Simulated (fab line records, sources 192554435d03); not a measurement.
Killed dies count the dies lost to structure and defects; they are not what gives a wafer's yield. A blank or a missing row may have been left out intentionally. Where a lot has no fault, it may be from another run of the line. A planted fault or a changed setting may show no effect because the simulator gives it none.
fab line records	flow n5Finfet
record: lots: 6	wafers: 17	lastDay: 18
route steps=1938 shown BEOL_M15@1775 PASSIVATION@1936
lots untouched by any fault: they come from a run of this same line in which no faults occurred
startH: hours from the record's first day to the start of the lot's first wafer shown	waitH: hours since the lot's step before	" as in the row above	L1.1+2: a single row standing in for several wafers	- value missing, or start not given	* or withheld: withheld	< > ~ a bound
route shown NAME@n: a module of which the file shows steps, and the number in the route of the first	usual: the fault-free wafers' mean and standard deviation	same: alike in all rows	chamber/n: place in a boat	sites: each site's reading	_std_site: their standard deviation	_edge_site: the outer-site mean with the inner-site mean subtracted	radiusMm: for every site, how far away it sits from the centre of the wafer	mask NAME#n: copy n	behind: the tool/chamber that last shaped the wafer	hold: reason for holding the lot/hours on hold/outcome of the hold	device: which transistor (n, p or np) failed to switch	end of line: the route-end tests of the same wafers	a step with no rows: only its recipe	killed: dies that structure and defects cost at the first sort, which is not the same as the wafer's yield	map: shows each die of a wafer: x if killed, . if not, _ if none is there
set.NAME: the setting that was run; set.NAME@STEP: the one run at that earlier step	model.NAME: the simulator's own value behind a step, which no gauge read
a table for each step, a row for each wafer; lots at some steps of the route
services: the hour from which a tool's chamber was out of use, counted from the record's first day as startH (under 0 if before that day), plus the number of hours and why
== steps ==
step: N5_BEOL_M15_COAT_58
recipe: resist: BARC	tempC: 205	timeS: 60	spinRpm: 1500	resistThkNm: 89
step: N5_BEOL_M15_COAT_04
recipe: spinRpm: 1704	resistThkNm: 800
step: N5_BEOL_M15_EBR_06
recipe: solvent: PGMEA	ebrWidthMm: 1.5
step: N5_BEOL_M15_SOFTBAKE_05
recipe: tempC: 130	timeS: 60
step: N5_BEOL_M15_EXPOSE_07
recipe: maskId: V14	na: 0.8	sourceShape: annular	sigmaInner: 0.5	sigmaOuter: 0.8	polarization: unpolarized	attpsmPhaseDeg: 180	doseMj: 41.25
step: N5_BEOL_M15_PEB_08
recipe: pebTempC: 130	pebTimeS: 90
step: N5_BEOL_M15_DEVELOP_09
recipe: developTimeS: 45	rinseLiquid: diw	dry: airSpin	devTempC: 21
step: N5_BEOL_M15_HARDBAKE_14
recipe: tempC: 130	timeS: 120
step: N5_BEOL_M15_CD_MEAS_10
recipe: targetCdNm: 360	landingEnergyEv: 500	detector: seInlens	polarity: opening
usual: cdNm: 359.5/1.7
lot.wafer	tool	chamber	startH	waitH	cdNm
L164.1	cdSem-03	0	269.63	-	360.7
L164.2	"	0	"	"	364.0
L164.5	"	0	"	"	358.9
L169.2	cdSem-01	0	284.60	-	362.2
L169.3	"	0	"	"	358.6
L169.5	"	0	"	"	360.7
L177.1	cdSem-03	0	326.59	-	359.7
L177.3	"	0	"	"	360.6
L177.4	"	0	"	"	362.0
L176.3	cdSem-01	0	329.80	-	360.6
L176.4	"	0	"	"	359.1
L178.1	cdSem-03	0	335.76	-	357.5
L178.2	"	0	"	"	360.1
L178.6	"	0	"	"	356.7
L186.1	cdSem-03	0	400.54	-	359.9
L186.2	"	0	"	"	359.8
L186.3	"	0	"	"	360.9
step: N5_BEOL_M15_OVL_MEAS_11
recipe: pointsPerWafer: 44
usual: V14_OVL: 1/6.6
lot.wafer	tool	chamber	startH	waitH	V14_OVL[nm]
L164.1	overlay-01	0	269.66	0.0	-6
L164.2	"	0	"	"	-2
L164.5	"	0	"	"	-5
L169.2	overlay-01	0	284.63	0.0	4
L169.3	"	0	"	"	1
L169.5	"	0	"	"	7
L177.1	overlay-02	0	326.62	0.0	-8
L177.3	"	0	"	"	-7
L177.4	"	0	"	"	-6
L176.3	overlay-02	0	329.83	0.0	7
L176.4	"	0	"	"	11
L178.1	overlay-02	0	335.80	0.0	4
L178.2	"	0	"	"	12
L178.6	"	0	"	"	15
L186.1	overlay-01	0	400.57	0.0	-2
L186.2	"	0	"	"	-3
L186.3	"	0	"	"	2
step: N5_BEOL_M15_INSPECT_12
recipe: mode: adi	inspectInstrument: macro
usual: rawDefectCount: 2.2/1.4
lot.wafer	tool	chamber	startH	waitH	rawDefectCount
L164.1	defectInspect-01	-	269.69	0.0	2
L164.2	"	-	"	"	1
L164.5	"	-	"	"	2
L169.2	defectInspect-01	-	284.66	0.0	3
L169.3	"	-	"	"	5
L169.5	"	-	"	"	2
L177.1	defectInspect-01	-	326.65	0.0	2
L177.3	"	-	"	"	2
L177.4	"	-	"	"	2
L176.3	defectInspect-02	-	329.85	0.0	4
L176.4	"	-	"	"	3
L178.1	defectInspect-01	-	335.82	0.0	1
L178.2	"	-	"	"	3
L178.6	"	-	"	"	2
L186.1	defectInspect-01	-	400.59	0.0	2
L186.2	"	-	"	"	2
L186.3	"	-	"	"	1
step: N5_BEOL_M15_DESCUM_15
recipe: chemistry: O2	timeS: 7.9	sourcePowerW: 50	biasPowerW: 20	pressureMtorr: 20	rfFrequencyHz: 2.712e+07	tempC: 40	o2FlowSccm: 225
usual: drypumpMotorCurrentA: 5.6/0.34	oesProductAu: 0.81/0.076	rfFwdPowerW: 49.31/0.22	rfVppV: 243.4/1.4	showerheadPlenumPTorr: 2.11/0.08	throttleValvePct: 20.24/0.25
lot.wafer	tool	chamber	startH	waitH	drypumpMotorCurrentA	oesProductAu	rfFwdPowerW	rfHoursCounterH	rfVppV	showerheadPlenumPTorr	throttleValvePct
L164.1	rieDiel-06	2	269.72	0.0	5.2	0.69	49.49	236	241.7	2.05	20.64
L164.2	"	0	"	"	5.8	0.87	49.42	64	243.0	2.03	20.42
L164.5	"	1	"	"	5.9	0.83	49.21	-	242.7	2.10	19.81
L169.2	rieDiel-03	0	284.71	0.1	5.2	0.80	49.18	92	244.4	2.21	20.14
L169.3	"	2	"	"	5.2	0.73	49.37	196	241.5	1.98	19.98
L169.5	"	1	"	"	6.0	0.77	49.08	-	243.9	2.19	19.98
L177.1	rieDiel-06	2	326.79	0.1	5.2	0.97	49.20	2	243.2	2.04	20.29
L177.3	"	1	"	"	5.9	0.81	48.95	86	243.6	2.09	19.83
L177.4	"	0	"	"	5.7	0.84	49.48	84	242.5	2.02	20.47
L176.3	rieDiel-06	2	330.13	0.3	5.2	0.95	49.26	3	242.5	2.04	20.28
L176.4	"	0	"	"	5.8	0.84	49.30	85	242.3	2.02	20.48
L178.1	rieDiel-01	3	335.96	0.1	6.2	0.82	49.58	94	242.5	2.02	20.16
L178.2	"	2	"	"	6.1	0.97	49.38	7	247.7	2.25	20.36
L178.6	"	1	"	"	5.8	0.68	49.59	-	243.2	2.06	20.32
L186.1	rieDiel-01	1	400.63	0.0	5.8	0.99	49.44	4	241.6	2.06	20.00
L186.2	"	3	"	"	6.2	0.79	49.56	116	241.7	2.01	20.17
L186.3	"	2	"	"	6.1	0.91	49.19	29	244.9	2.25	20.39
step: N5_BEOL_M15_ETCH_59
recipe: chemistry: N2/H2	target: BARC	targetDepthA: 890	overetchA: 267	timeS: 67.9	ionEnergyEv: 200	pressureMtorr: 30	sourceW: 840	biasW: 150	n2FlowSccm: 200	h2FlowSccm: 200
usual: drypumpMotorCurrentA: 5.6/0.34	oesProductAu: 0.69/0.06	rfFwdPowerW: 832.2/2.9	rfVppV: 524.6/2.8	showerheadPlenumPTorr: 2.57/0.092	throttleValvePct: 17.75/0.27
lot.wafer	tool	chamber	startH	waitH	drypumpMotorCurrentA	oesProductAu	rfFwdPowerW	rfHoursCounterH	rfVppV	showerheadPlenumPTorr	throttleValvePct	model.coat_of_BEOL_M15_COAT_04.thkNm
L164.1	rieDiel-06	2	269.76	0.0	5.2	0.60	831.8	236	523.7	2.51	18.27	715.8
L164.2	"	0	"	"	5.8	0.75	836.9	64	519.8	2.46	17.71	718.6
L164.5	"	1	"	"	5.9	0.71	829.6	-	524.7	2.57	17.36	713.2
L169.2	rieDiel-03	0	284.75	0.0	5.3	0.69	831.3	92	526.7	2.68	17.61	716.4
L169.3	"	2	"	"	5.2	0.62	835.3	196	520.1	2.44	17.60	718.4
L169.5	"	1	"	"	6.0	0.67	836.5	-	527.8	2.67	17.46	719.8
L177.1	rieDiel-06	2	326.82	0.0	5.2	0.82	833.0	2	522.4	2.51	17.85	717.6
L177.3	"	1	"	"	5.9	0.69	831.4	86	525.1	2.56	17.38	718.8
L177.4	"	0	"	"	5.8	0.72	830.3	84	521.4	2.45	17.75	726
L176.3	rieDiel-06	2	330.16	0.0	5.2	0.81	833.3	3	521.7	2.51	17.88	719.8
L176.4	"	0	"	"	5.8	0.71	834.2	85	522.3	2.45	17.75	728.4
L178.1	rieDiel-01	3	335.99	0.0	6.2	0.71	832.5	94	521.9	2.46	17.60	718
L178.2	"	2	"	"	6.1	0.81	829.9	7	529.1	2.71	17.61	712.8
L178.6	"	1	"	"	5.9	0.59	835.9	-	523.2	2.50	17.75	714.4
L186.1	rieDiel-01	1	400.66	0.0	5.9	0.84	832.6	4	522.4	2.50	17.38	713
L186.2	"	3	"	"	6.2	0.69	830.8	116	521.4	2.45	17.66	715
L186.3	"	2	"	"	6.1	0.77	834.7	29	527.9	2.70	17.66	714.2
step: N5_BEOL_M15_VIA_ETCH_16
recipe: chemistry: C4F8/O2/Ar	target: SiO2	heInnerTorr: 15	heOuterTorr: 30	targetDepthA: 17922	timeS: withheld	ionEnergyEv: 800	pressureMtorr: 20	sourceW: 1905	biasW: 2040	Ar_flow_sccm: 400	C4F8_flow_sccm: 16	O2_flow_sccm: 12	ends: cleared
usual: drypumpMotorCurrentA: 5.6/0.34	oesProductAu: 0.73/0.069	rfFwdPowerW: 1901/5.3	rfVppV: 2212/27	showerheadPlenumPTorr: 3.46/0.12	throttleValvePct: 30.7/0.34
lot.wafer	tool	chamber	startH	waitH	drypumpMotorCurrentA	oesProductAu	rfFwdPowerW	rfVppV	showerheadPlenumPTorr	throttleValvePct
L164.1	rieDiel-06	2	269.81	0.0	5.2	0.62	1903	2199	3.41	31.3
L164.2	"	0	"	"	5.8	0.77	1892	2166	3.31	30.6
L164.5	"	1	"	"	5.9	0.75	1905	2226	3.46	30.3
L169.2	rieDiel-03	0	284.80	0.0	5.3	0.71	1891	2222	3.64	30.8
L169.3	"	2	"	"	5.2	0.64	1895	2194	3.26	30.2
L169.5	"	1	"	"	6.0	0.68	1899	2209	3.57	30.3
L177.1	rieDiel-06	2	326.87	0.0	5.2	0.87	1896	2196	3.41	31.1
L177.3	"	1	"	"	5.9	0.74	1907	2225	3.45	30.3
L177.4	"	0	"	"	5.8	0.76	1901	2166	3.30	30.6
L176.3	rieDiel-06	2	330.21	0.0	5.2	0.86	1901	2199	3.40	31.1
L176.4	"	0	"	"	5.8	0.76	1897	2167	3.30	30.6
L178.1	rieDiel-01	3	336.04	0.0	6.2	0.75	1899	2277	3.34	30.6
L178.2	"	2	"	"	6.1	0.87	1888	2222	3.62	30.5
L178.6	"	1	"	"	5.8	0.62	1907	2227	3.41	30.7
L186.1	rieDiel-01	1	400.71	0.0	5.8	0.90	1905	2225	3.40	30.6
L186.2	"	3	"	"	6.3	0.73	1902	2277	3.33	30.6
L186.3	"	2	"	"	6.1	0.81	1894	2221	3.60	30.6
step: N5_PASSIVATION_PROBE_49
usual: defectLimitedYield: 91.7/1.5	killed_at_M0_to_M3: 32/9.6	killed_at_M4_up: 13/5.3	killedAtContacts: 12/6.8	killedAtFrontEnd: 36/9.8	killedAtOther: 4/3.1	killedDies: 98/17	killedOnRim: 13/4	killedOpen: 65/13	killedShort: 32/8.5	sort_bin_4_leakage: 0.00/0.007	sort_bin_5_function: 4.9/0.93	sort_bin_6_memory: 3.2/0.67	sortNPass: 1082/17	sortYieldPct: 91.7/1.4
same: grossDies: 1180	killedAtBackSide: 0	sort_bin_8_speed[%]: 0
lot.wafer	tool	chamber	startH	waitH	defectLimitedYield[%]	killed_at_M0_to_M3	killed_at_M4_up	killedAtContacts	killedAtFrontEnd	killedAtOther	killedDies	killedOnRim	killedOpen	killedShort	sort_bin_4_leakage[%]	sort_bin_5_function[%]	sort_bin_6_memory[%]	sortNPass	sortYieldPct[%]
L164.1	prober-02	-	288.27	0.0	91.9	50	5	5	31	4	95	11	54	41	0	4.7	3.0	1085	91.9
L164.2	prober-02	-	288.32	0.1	92.0	40	7	6	37	4	94	13	63	30	0	4.5	3.2	1086	92.0
L164.5	prober-02	-	288.47	0.2	93.6	41	11	4	17	3	76	6	48	28	0	4.2	1.9	1104	93.6
L177.1	prober-01	-	346.13	0.0	92.0	33	12	6	40	3	94	11	54	40	0	4.4	3.2	1086	92.0
L177.3	prober-01	-	346.23	0.1	90.8	29	14	8	51	6	108	12	62	45	0	4.5	4.4	1072	90.8
L177.4	prober-01	-	346.28	0.2	95.4	11	12	13	16	2	54	9	37	17	0	2.5	2.0	1126	95.4
L176.3	prober-02	-	351.48	0.1	90.5	45	18	4	42	3	112	13	69	42	0	6.0	2.9	1068	90.5
L178.1	prober-02	-	361.00	0.9	91.4	32	17	2	46	5	102	8	71	30	0	5.2	3.4	1078	91.4
L178.2	prober-02	-	361.05	1.0	90.9	31	20	4	48	4	107	16	73	32	0	5.5	3.2	1073	90.9
L178.6	prober-02	-	361.25	1.2	91.0	31	20	9	40	6	106	8	72	34	0	5.7	3.1	1074	91.0
killed by level:class
L164.1 BEOL_M3:geometricParticle:open=14 BEOL_M0_SAQP:geometricParticle:short=10 BEOL_M3:geometricParticle:short=7 BEOL_M0_SAQP:geometricParticle:open=6 FIN_SAQP:geometricParticle:short=5 FIN_SAQP:geometricParticle:open=5 GATE_CUT:geometricParticle:short=5 BEOL_M2:geometricParticle:open=5
L164.2 BEOL_M0_SAQP:geometricParticle:open=12 FIN_SAQP:geometricParticle:open=9 BEOL_M0_SAQP:geometricParticle:short=7 MOL_CONTACT_COAG:geometricParticle:open=6 FIN_SAQP:geometricParticle:short=5 DUMMY_GATE:geometricParticle:open=5 GATE_CUT:geometricParticle:short=5 BEOL_M1:geometricParticle:open=5
L164.5 BEOL_M0_SAQP:geometricParticle:open=8 BEOL_M3:geometricParticle:open=8 BEOL_M0_SAQP:geometricParticle:short=6 BEOL_M3:geometricParticle:short=6 BEOL_M4:geometricParticle:open=5 MOL_CONTACT_COAG:geometricParticle:open=4 BEOL_M0:geometricParticle:short=4 FIN_SAQP:geometricParticle:open=3
L177.1 STI_FIN_REVEAL:geometricParticle:open=12 BEOL_M0_SAQP:geometricParticle:open=11 BEOL_M0_SAQP:geometricParticle:short=9 BEOL_M3:geometricParticle:open=7 BEOL_M4:geometricParticle:open=7 FIN_SAQP:geometricParticle:short=5 MOL_CONTACT_COAG:geometricParticle:open=5 STARTING-WAFER:geometricParticle:short=5
L177.3 STI_FIN_REVEAL:geometricParticle:open=14 FIN_SAQP:geometricParticle:short=10 FIN_SAQP:geometricParticle:open=8 BEOL_M0_SAQP:geometricParticle:short=8 BEOL_M2:geometricParticle:open=7 BEOL_M4:geometricParticle:open=7 MOL_CONTACT_COAG:geometricParticle:open=5 BEOL_M1:geometricParticle:short=5
L177.4 MOL_CONTACT_COAG:geometricParticle:open=10 BEOL_M4:geometricParticle:open=6 MOL_CONTACT_COAG:geometricParticle:short=3 BEOL_M0_SAQP:geometricParticle:open=3 BEOL_M2:geometricParticle:open=3 FIN_SAQP:geometricParticle:open=2 STI_FIN_REVEAL:geometricParticle:open=2 ILD0:geometricParticle:short=2
L176.3 BEOL_M0_SAQP:geometricParticle:open=15 BEOL_M0_SAQP:geometricParticle:short=13 STI_FIN_REVEAL:geometricParticle:open=12 FIN_SAQP:geometricParticle:short=10 FIN_SAQP:geometricParticle:open=6 BEOL_M1:geometricParticle:open=6 BEOL_M4:geometricParticle:open=6 BEOL_M8:geometricParticle:open=6
L178.1 STI_FIN_REVEAL:geometricParticle:open=11 FIN_SAQP:geometricParticle:open=10 BEOL_M5:geometricParticle:open=8 FIN_SAQP:geometricParticle:short=7 BEOL_M0_SAQP:geometricParticle:open=7 BEOL_M0_SAQP:geometricParticle:short=7 BEOL_M2:geometricParticle:open=6 BEOL_M3:geometricParticle:open=6
L178.2 FIN_SAQP:geometricParticle:open=15 STI_FIN_REVEAL:geometricParticle:open=8 FIN_SAQP:geometricParticle:short=7 BEOL_M0_SAQP:geometricParticle:open=7 BEOL_M2:geometricParticle:open=7 BEOL_M2:geometricParticle:short=5 BEOL_M5:geometricParticle:open=5 MOL_CONTACT_COAG:geometricParticle:open=4
L178.6 FIN_SAQP:geometricParticle:short=16 FIN_SAQP:geometricParticle:open=15 MOL_CONTACT_COAG:geometricParticle:open=9 BEOL_M4:geometricParticle:open=9 BEOL_M0:geometricParticle:open=7 BEOL_M6:geometricParticle:open=6 BEOL_M0_SAQP:geometricParticle:open=5 BEOL_M0_SAQP:geometricParticle:short=5
== services ==
tool	chamber	startH	hours	kind
rieDiel-06	3	248.87	4.0	repair
rieDiel-01	1	271.31	18.5	repair
rieDiel-01	2	282.41	8.8	repair
rieDiel-01	2	291.30	-	clean
rieDiel-01	2	291.30	-	consumableReplace:focusRing
rieDiel-01	2	291.30	-	consumableReplace:showerhead
rieDiel-01	2	291.30	21.6	scheduledDown
rieDiel-01	2	291.30	21.6	ventCycle
rieDiel-06	2	303.58	-	clean
rieDiel-06	2	303.58	-	consumableReplace:focusRing
rieDiel-06	2	303.58	16.4	scheduledDown
rieDiel-06	2	303.58	16.4	ventCycle
rieDiel-01	-	346.57	2.8	pm
rieDiel-06	-	363.32	2.8	pm
rieDiel-03	-	366.81	2.8	pm
rieDiel-01	1	369.50	-	clean
rieDiel-01	1	369.50	-	consumableReplace:focusRing
rieDiel-01	1	369.50	18.0	scheduledDown
rieDiel-01	1	369.50	18.0	ventCycle
rieDiel-01	0	397.09	19.4	repair
== key ==
firstSign none at tools or gauges
modelEffect: step: N5_BEOL_M15_ETCH_59	value: coat_of_BEOL_M15_COAT_04.thkNm	without: 718	struck: 727.2
metAt N5_BEOL_M15_ETCH_59
struckWafers L176.4,L177.4
onsetBetween 269.76 326.82
fault: kind: processParameterDrift	tool: rieDiel-06	chamber: -	onsetH: 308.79	steps: N5_BEOL_M15_ETCH_59	channel: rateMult	offset: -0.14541	shape: step	endH: 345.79	scope: struckWafersOnly
